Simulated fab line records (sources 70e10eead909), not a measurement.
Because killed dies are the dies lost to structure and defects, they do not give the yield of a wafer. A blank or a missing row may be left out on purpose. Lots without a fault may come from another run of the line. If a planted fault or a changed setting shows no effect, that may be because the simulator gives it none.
A sampling plan put to the test ; flow nandHarc ; one fab line, 24 faults that these records tell of, each judged on the records of the lots that it struck
The line's own looks make up the plan; these are the steps of the route where a gauge or inspection reads the wafer and leaves it unchanged. A look is open to judgement when struck wafers have a number at it and the file gives its usual mean and standard deviation on fault-free wafers. Caught: 4 or more of those standard deviations (sigma) separate the usual mean from the mean of the struck wafers at a look after the fault's first step. On the tool: the test repeated on the tool's own readings taken at the fault's steps. It also counts as caught if the struck wafers ran another recipe or if their record alone is blank.

## THE FAULTS, as the simulator had put them in
1. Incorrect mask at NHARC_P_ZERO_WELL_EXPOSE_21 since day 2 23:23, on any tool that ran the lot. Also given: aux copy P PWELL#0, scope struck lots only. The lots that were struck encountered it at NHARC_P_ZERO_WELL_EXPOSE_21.
2. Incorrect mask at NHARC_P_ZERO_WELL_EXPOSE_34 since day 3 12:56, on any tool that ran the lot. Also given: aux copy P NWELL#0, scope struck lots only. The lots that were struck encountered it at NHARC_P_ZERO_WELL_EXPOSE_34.
3. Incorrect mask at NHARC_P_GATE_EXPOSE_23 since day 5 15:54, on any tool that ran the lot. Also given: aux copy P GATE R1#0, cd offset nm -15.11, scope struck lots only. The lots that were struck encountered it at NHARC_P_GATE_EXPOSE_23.
4. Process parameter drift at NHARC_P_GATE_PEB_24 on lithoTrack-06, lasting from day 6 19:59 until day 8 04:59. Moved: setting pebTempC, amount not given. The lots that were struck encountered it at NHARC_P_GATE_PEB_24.
5. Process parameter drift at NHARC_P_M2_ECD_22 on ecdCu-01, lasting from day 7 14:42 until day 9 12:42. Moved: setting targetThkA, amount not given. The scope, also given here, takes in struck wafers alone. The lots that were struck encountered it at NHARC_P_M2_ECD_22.
6. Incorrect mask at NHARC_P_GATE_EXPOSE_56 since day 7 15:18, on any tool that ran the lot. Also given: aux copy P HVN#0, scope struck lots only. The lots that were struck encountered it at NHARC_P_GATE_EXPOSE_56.
7. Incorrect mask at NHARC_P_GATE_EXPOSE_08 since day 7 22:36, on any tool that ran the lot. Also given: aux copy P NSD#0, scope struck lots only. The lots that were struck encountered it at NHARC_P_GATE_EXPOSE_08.
8. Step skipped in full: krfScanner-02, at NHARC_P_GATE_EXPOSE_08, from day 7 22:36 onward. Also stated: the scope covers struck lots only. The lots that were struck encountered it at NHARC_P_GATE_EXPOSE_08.
9. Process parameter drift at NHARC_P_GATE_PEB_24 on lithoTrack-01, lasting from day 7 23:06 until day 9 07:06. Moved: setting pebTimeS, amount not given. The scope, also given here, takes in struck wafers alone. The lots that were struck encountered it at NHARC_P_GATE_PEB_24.
10. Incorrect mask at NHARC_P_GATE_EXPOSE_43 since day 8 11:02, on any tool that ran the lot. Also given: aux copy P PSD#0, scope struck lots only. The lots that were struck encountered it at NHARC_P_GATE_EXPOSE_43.
11. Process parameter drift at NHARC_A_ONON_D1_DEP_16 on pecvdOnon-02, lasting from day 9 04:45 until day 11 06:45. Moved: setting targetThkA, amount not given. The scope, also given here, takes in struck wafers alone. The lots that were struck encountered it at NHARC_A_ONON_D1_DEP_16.
12. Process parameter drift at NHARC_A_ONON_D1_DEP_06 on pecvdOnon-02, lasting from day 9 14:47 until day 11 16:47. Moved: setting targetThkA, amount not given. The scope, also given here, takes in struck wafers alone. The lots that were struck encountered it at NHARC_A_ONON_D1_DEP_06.
13. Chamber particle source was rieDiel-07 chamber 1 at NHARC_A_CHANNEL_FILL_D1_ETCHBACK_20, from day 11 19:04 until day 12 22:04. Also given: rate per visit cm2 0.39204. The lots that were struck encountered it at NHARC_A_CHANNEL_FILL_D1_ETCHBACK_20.
14. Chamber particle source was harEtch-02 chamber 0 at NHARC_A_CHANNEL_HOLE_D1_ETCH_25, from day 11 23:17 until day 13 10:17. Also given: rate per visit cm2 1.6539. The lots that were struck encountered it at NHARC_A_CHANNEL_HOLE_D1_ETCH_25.
15. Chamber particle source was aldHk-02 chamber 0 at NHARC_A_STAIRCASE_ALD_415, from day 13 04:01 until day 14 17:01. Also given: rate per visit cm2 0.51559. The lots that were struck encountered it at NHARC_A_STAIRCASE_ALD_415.
16. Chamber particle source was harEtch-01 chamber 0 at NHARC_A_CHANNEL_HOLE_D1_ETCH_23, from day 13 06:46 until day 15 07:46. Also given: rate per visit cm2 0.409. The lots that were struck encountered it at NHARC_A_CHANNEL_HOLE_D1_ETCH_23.
17. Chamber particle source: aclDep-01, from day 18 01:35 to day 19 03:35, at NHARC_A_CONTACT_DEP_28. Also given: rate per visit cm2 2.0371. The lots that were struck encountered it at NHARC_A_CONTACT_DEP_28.
18. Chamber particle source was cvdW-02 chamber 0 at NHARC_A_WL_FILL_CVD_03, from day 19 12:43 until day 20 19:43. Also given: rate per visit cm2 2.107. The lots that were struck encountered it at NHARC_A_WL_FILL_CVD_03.
19. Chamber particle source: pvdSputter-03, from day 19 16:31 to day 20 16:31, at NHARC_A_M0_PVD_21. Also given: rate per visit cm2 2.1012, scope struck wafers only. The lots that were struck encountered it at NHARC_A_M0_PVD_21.
20. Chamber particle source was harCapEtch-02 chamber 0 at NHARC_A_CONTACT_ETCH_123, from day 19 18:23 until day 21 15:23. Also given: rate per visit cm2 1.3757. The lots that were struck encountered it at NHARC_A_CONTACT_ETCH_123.
21. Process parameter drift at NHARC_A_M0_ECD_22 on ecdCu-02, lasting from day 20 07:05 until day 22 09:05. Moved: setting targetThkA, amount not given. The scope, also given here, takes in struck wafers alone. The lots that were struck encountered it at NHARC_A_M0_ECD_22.
22. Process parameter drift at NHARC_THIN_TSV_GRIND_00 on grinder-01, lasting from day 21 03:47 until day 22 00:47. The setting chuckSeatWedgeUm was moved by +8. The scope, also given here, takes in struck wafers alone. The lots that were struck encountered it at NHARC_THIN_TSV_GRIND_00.
23. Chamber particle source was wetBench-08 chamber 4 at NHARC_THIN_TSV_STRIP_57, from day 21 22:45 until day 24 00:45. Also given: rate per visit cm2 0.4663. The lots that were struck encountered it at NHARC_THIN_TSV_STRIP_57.
24. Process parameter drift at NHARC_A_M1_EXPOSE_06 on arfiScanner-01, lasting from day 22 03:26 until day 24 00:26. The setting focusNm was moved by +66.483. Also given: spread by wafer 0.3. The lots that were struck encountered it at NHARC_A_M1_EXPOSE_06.

## WHAT THE PLAN SAW
fault;on the tool itself;first look that catches it;reading, sigma;median hours from its first step to that look;hours from the fault's start to the first struck lot there;judged looks passed uncaught
1;no reading that can be judged;no look after it can be judged;-;-;-;0
2;under 2 sigma;no look after it can be judged;-;-;-;0
3;under 2 sigma;NHARC_P_GATE_CD_MEAS_26;cdNm -27;0.1;0;0
4;plateTempC -13 sigma;NHARC_P_GATE_CD_MEAS_26;cdNm +12;0.1;28;0
5;no reading that can be judged;no look after it can be judged;-;-;-;0
6;no reading that can be judged;not the one look that can be judged after it;-;-;-;1
7;under 2 sigma;no look after it can be judged;-;-;-;0
8;no reading that can be judged;NHARC_P_GATE_INSPECT_28;rawDefectCount +99 or beyond;17.5;22;0
9;no reading that can be judged;NHARC_P_GATE_CD_MEAS_26;cdNm -7.3;0.1;0;0
10;no reading that can be judged;no look after it can be judged;-;-;-;0
11;under 2 sigma;NHARC_A_ONON_D1_THK_MEAS_18;thkNm +71;0.5;32;0
12;no reading that can be judged;NHARC_A_ONON_D1_THK_MEAS_08;thkNm +27;0.5;12;0
13;under 2 sigma;none of the 2 looks that can be judged after it;strongest: killedAtArray at NHARC_END_SORT_01, +3.9;-;-;2
14;under 2 sigma;NHARC_A_CHANNEL_HOLE_D1_INSPECT_40;rawDefectCount +72;2.4;7;0
15;under 2 sigma;NHARC_END_SORT_01;killedAtArray +6.7;198.0;209;0
16;under 2 sigma;NHARC_A_CHANNEL_HOLE_D1_INSPECT_40;rawDefectCount +18;3.9;6;0
17;under 2 sigma;NHARC_A_CONTACT_INSPECT_44;rawDefectCount +99 or beyond;2.0;5;0
18;under 2 sigma;NHARC_END_SORT_01;killedAtArray +6.0;110.4;102;2
19;under 2 sigma;NHARC_END_SORT_01;sort_bin_3_pct +27;41.9;48;0
20;under 2 sigma;NHARC_END_SORT_01;killedAtArray +4.9;65.3;86;0
21;no reading that can be judged;not the one look that can be judged after it;-;-;-;1
22;under 2 sigma;NHARC_THIN_TSV_THK_MEAS_02;thkNm -14;1.1;7;0
23;no reading that can be judged;NHARC_THIN_TSV_INSPECT_40;rawDefectCount +4.0;4.7;30;1
24;exposureDoseMJCm2 -9.4 sigma;none of the 3 looks that can be judged after it;strongest: cdNm at NHARC_A_M1_CD_MEAS_09, +3.4;-;-;3
Dash: fault not caught, or number not given in these records.

Caught at a look: 15 of 24. Caught on the tool: 2 of 24. By one or the other: 16 of 24.
Caught on the tool alone: fault 24.
Caught at a look alone: faults 3, 8, 9, 11, 12, 14, 15, 16, 17, 18, 19, 20, 22, 23.
Caught by neither: faults 1, 2, 5, 6, 7, 10, 13, 21.

## THINNER SAMPLING
If the look that catches a fault measured only every second or every third lot, by lot number, the first struck lot would be measured this late in the worst case:
fault;struck lots at that look, in order of time;every lot;every second lot;every third lot
3;L429;0 h;may miss it;may miss it
4;L391, L390;28 h;28 h;may miss all 2
8;L387, L390;22 h;33 h;may miss all 2
9;L357, L361;0 h;may miss all 2;may miss all 2
11;L813;32 h;may miss it;may miss it
12;L674, L680;12 h;may miss all 2;may miss all 2
14;L264, L267;7 h;34 h;may miss all 2
15;L518, L520;209 h;may miss all 2;may miss all 2
16;L411;6 h;may miss it;may miss it
17;L665, L668;5 h;16 h;may miss all 2
18;L721, L722;102 h;117 h;may miss all 2
19;L730;48 h;may miss it;may miss it
20;L249, L244;86 h;87 h;may miss all 2
22;L725;7 h;may miss it;may miss it
23;L407;30 h;may miss it;may miss it
Hours count from the start of the fault until the first struck lot that is measured. The limit of 4 sigma was tested on all struck wafers together, so one lot alone may lie under it. Other struck lots may not be in these records.

## THE LONGEST TIMED WAY FROM STEP TO LOOK
Fault 15: a median of 198.0 hours passes between NHARC_A_STAIRCASE_ALD_415 and NHARC_END_SORT_01. No look between them can be judged.
